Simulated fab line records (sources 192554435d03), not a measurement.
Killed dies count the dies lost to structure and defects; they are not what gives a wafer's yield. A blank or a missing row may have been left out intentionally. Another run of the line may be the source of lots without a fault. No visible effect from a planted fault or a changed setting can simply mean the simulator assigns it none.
Split-lot experiment ; flow n5 finfet ; 7 lots, 21 wafers read, on a route of 1938 steps

SPLIT DETAILS
At N5_BEOL_M3_EXPOSE_08 (exposes mask M3), the setting dose mj was moved away from the recipe's 33 on 9 of the 21 wafers read, by -5.9% to +4.5%. This setting was run at the recipe's value on the other wafers.

FROM THE SPLIT TO THE READING: what the file shows between them, 17 steps
- N5_BEOL_M3_PEB_09: peb time 60 s
- N5_BEOL_M3_DEVELOP_10: develop time 30 s
- N5_BEOL_M3_CD_MEAS_11: target cd 17.05 nm
- N5_BEOL_M3_DESCUM_16: chemistry O2, time 7 s
- N5_BEOL_M3_ETCH_74: etches underlayer in N2/H2, target depth 6.5 nm, time 5.2 s
- N5_BEOL_M3_ETCH_63: etches SiARC in CF4, target depth 15.6 nm, time 26 s
- N5_BEOL_M3_ETCH_64: etches SOC in N2/H2, target depth 75 nm, overetch 15 nm, time 112.5 s
- N5_BEOL_M3_STRIP_65: strips in N2/H2
- N5_BEOL_M3_STRIP_75: strips in N2/H2
- N5_BEOL_M3_STRIP_66: strips in CF4
- N5_BEOL_M3_HM_OPEN_17: chemistry Cl2/BCl3, target TiN, target depth 20 nm, overetch 6 nm
- N5_BEOL_M3_STRIP_19: strips in O2
- N5_BEOL_M3_CD_MEAS_18: pitch 36 nm, target cd 18 nm
- N5_BEOL_M3_COAT_67: time 60 s, resist thk 60 nm
- N5_BEOL_M3_COAT_68: time 60 s, resist thk 12 nm
- N5_BEOL_M3_PRECLEAN_42: cleans in residue remover, time 60 s
- N5_BEOL_M3_SRD_43: time 30 s

THE READING
cd nm, in nm, at N5_BEOL_M3_CD_MEAS_35 (target cd 18 nm, target cd y 21 nm). On this fab line, fault-free wafers typically give 18.0 nm with a standard deviation of 0.31 nm.

wafer;tool, chamber at the split;dose mj as run;against the recipe;cd nm, nm;against lot-mates on the recipe
L074.2;euv scanner-01, 0;32.32;-2.1%;17.5;-0.6
L074.4;euv scanner-01, 0;33;recipe;17.8;-
L074.6;euv scanner-01, 0;33;recipe;18.3;-
L080.2;euv scanner-02, 0;33;recipe;18.3;-
L080.5;euv scanner-02, 0;32.22;-2.4%;17.6;-0.9
L080.6;euv scanner-02, 0;33;recipe;18.6;-
L081.1;euv scanner-02, 0;33;recipe;18.0;-
L081.3;euv scanner-02, 0;31.05;-5.9%;16.4;-1.7
L081.5;euv scanner-02, 0;33;recipe;18.1;-
L084.2;euv scanner-02, 0;33;recipe;17.9;-
L084.3;euv scanner-02, 0;31.31;-5.1%;17.0;-0.9
L084.4;euv scanner-02, 0;31.31;-5.1%;16.8;-1.1
L085.1;euv scanner-02, 0;33;recipe;18.3;-
L085.2;euv scanner-02, 0;31.25;-5.3%;17.3;-1.0
L085.3;euv scanner-02, 0;31.25;-5.3%;17.2;-1.1
L089.1;euv scanner-02, 0;34.47;+4.5%;19.2;+1.3
L089.4;euv scanner-02, 0;34.47;+4.5%;18.9;+1.0
L089.6;euv scanner-02, 0;33;recipe;17.9;-
L094.1;euv scanner-01, 0;33;recipe;18.2;-
L094.2;euv scanner-01, 0;33;recipe;18.5;-
L094.6;euv scanner-01, 0;33;recipe;18.2;-

THE FIT
A straight line over all 21 wafers: cd nm changes by +0.223 nm for each +1% of dose mj; r = +0.94; the points scatter about the line by 0.25 nm.
The same after taking each lot's own level away (the mean of its wafers on the recipe; 21 wafers): +0.232 nm for each +1%; r = +0.97; scatter 0.18 nm.
On that fit, the largest move of dose mj shifts the reading by 1.4 nm.
The span of the lots' own levels, 17.90 to 18.45 nm, comes to 1.8 times the standard deviation stated above.
The two slopes are in agreement: the lot-to-lot level therefore moves the slope only a little.
Check: with one of the wafers moved furthest among these (-5.9%) left out of the fit, the line predicts -1.29 nm for it against its lot-mates. Against them it came out at -1.65 nm.

THE WHOLE CHAIN: every reading that the file lists as answering this split, in the file's order
step;what it does;reading;change (the file's fit);r (the file's)
N5_BEOL_M3_CD_MEAS_11;target cd 17.05 nm;cd nm;+0.229 nm for each +1% of the setting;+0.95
N5_BEOL_M3_ETCH_74;etches underlayer in N2/H2, target depth 6.5 nm, time 5.2 s;BEOL_M3.cd offset nm (the simulator's own value, which no gauge read);+0.203 nm for each +1% of the setting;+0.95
N5_BEOL_M3_ETCH_63;etches SiARC in CF4, target depth 15.6 nm, time 26 s;BEOL_M3.cd offset nm (the simulator's own value, which no gauge read);+0.21 nm for each +1% of the setting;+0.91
N5_BEOL_M3_ETCH_64;etches SOC in N2/H2, target depth 75 nm, overetch 15 nm, time 112.5 s;BEOL_M3.cd offset nm (the simulator's own value, which no gauge read);+0.228 nm for each +1% of the setting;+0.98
N5_BEOL_M3_CD_MEAS_18;pitch 36 nm, target cd 18 nm;cd nm;+0.218 nm for each +1% of the setting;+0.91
N5_BEOL_M3_CD_MEAS_35;target cd 18 nm, target cd y 21 nm;cd nm;+0.241 nm for each +1% of the setting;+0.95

THE FILE'S OWN FIT
cd nm changes by +0.241 nm for each +1% of dose mj, r = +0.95.
